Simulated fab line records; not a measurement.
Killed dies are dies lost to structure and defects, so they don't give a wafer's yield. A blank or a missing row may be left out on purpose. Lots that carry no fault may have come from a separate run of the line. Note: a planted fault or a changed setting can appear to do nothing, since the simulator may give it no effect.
What tool caused it? || flow nand_harc || Sampling: 7 lots, 21 wafers, 3 of 1159 route steps

== WHAT EACH GAUGE READ, for each wafer ==
NHARC_THIN_TSV_THK_MEAS_02: measures by ir.
{"lot": "L196", "measured": "day 19 01:38", "on": "film_metro-02", "thk_nm (nm)": "2831 2821 2669"}
{"lot": "L201", "measured": "day 19 21:38", "on": "film_metro-01", "thk_nm (nm)": "2783 3186 3102"}
{"lot": "L203", "measured": "day 20 05:08", "on": "film_metro-02", "thk_nm (nm)": "2934 2710 3047"}
{"lot": "L205", "measured": "day 20 23:42", "on": "film_metro-02", "thk_nm (nm)": "2921 3029 2994"}
{"lot": "L207", "measured": "day 21 09:58", "on": "film_metro-02", "thk_nm (nm)": "2976 3229 3208"}
{"lot": "L216", "measured": "day 23 21:02", "on": "film_metro-01", "thk_nm (nm)": "2778 2788 2791"}
{"lot": "L219", "measured": "day 24 14:47", "on": "film_metro-02", "thk_nm (nm)": "3232 2865 3064"}

== WHAT TOOL EACH LOT RAN ON (gives the tool, then ch and the chambers of the sampled wafers, and finally the start) ==
{"lot": "L196", "NHARC_A_CONTACT_ETCH_120": "har_cap_etch-03 ch 0,1, day 16 13:39", "NHARC_THIN_TSV_CMP_01": "cmp-01 ch 1,2, day 19 01:23"}
{"lot": "L201", "NHARC_A_CONTACT_ETCH_120": "har_cap_etch-03 ch 0,1, day 17 14:19", "NHARC_THIN_TSV_CMP_01": "cmp-02 ch 0,1,3, day 19 21:25"}
{"lot": "L203", "NHARC_A_CONTACT_ETCH_120": "har_cap_etch-02 ch 0,1, day 18 07:38", "NHARC_THIN_TSV_CMP_01": "cmp-01 ch 0,2,3, day 20 04:56"}
{"lot": "L205", "NHARC_A_CONTACT_ETCH_120": "har_cap_etch-03 ch 0,1, day 18 17:07", "NHARC_THIN_TSV_CMP_01": "cmp-04 ch 1,2,3, day 20 23:28"}
{"lot": "L207", "NHARC_A_CONTACT_ETCH_120": "har_cap_etch-01 ch 0,1, day 18 22:07", "NHARC_THIN_TSV_CMP_01": "cmp-01 ch 0,1,2, day 21 09:43"}
{"lot": "L216", "NHARC_A_CONTACT_ETCH_120": "har_cap_etch-01 ch 0,1, day 21 15:58", "NHARC_THIN_TSV_CMP_01": "cmp-04 ch 1,2,3, day 23 20:46"}
{"lot": "L219", "NHARC_A_CONTACT_ETCH_120": "har_cap_etch-02 ch 0,1, day 22 10:32", "NHARC_THIN_TSV_CMP_01": "cmp-02 ch 0,1, day 24 14:31"}
- NHARC_A_CONTACT_ETCH_120: etches the open film in C4F8/O2/Ar, time 94 s, target depth 922 nm.
- NHARC_THIN_TSV_CMP_01: polishes.

== THE ANSWER, worked out from the rows above alone ==
Rule: the lots themselves supply what counts as usual. The widest of any qualifying gaps counts: lots, ordered by their means at a reading, are off when they make up no more than a third of the lots, leave a main group of 4 or more, and stand apart from it by 3 or more times the standard deviation of that group's means. The tables above print the reading to a certain number of digits; a main group whose means all agree to those digits is not used. Also off: a lot with no number at a reading for which 4 or more lots have one. Where the step has rows for the other lots, those lots are counted as sound.
Nothing can be told from this: no lot is off at any reading shown.

== WHAT HAD BEEN PUT IN BY THE SIMULATOR ==
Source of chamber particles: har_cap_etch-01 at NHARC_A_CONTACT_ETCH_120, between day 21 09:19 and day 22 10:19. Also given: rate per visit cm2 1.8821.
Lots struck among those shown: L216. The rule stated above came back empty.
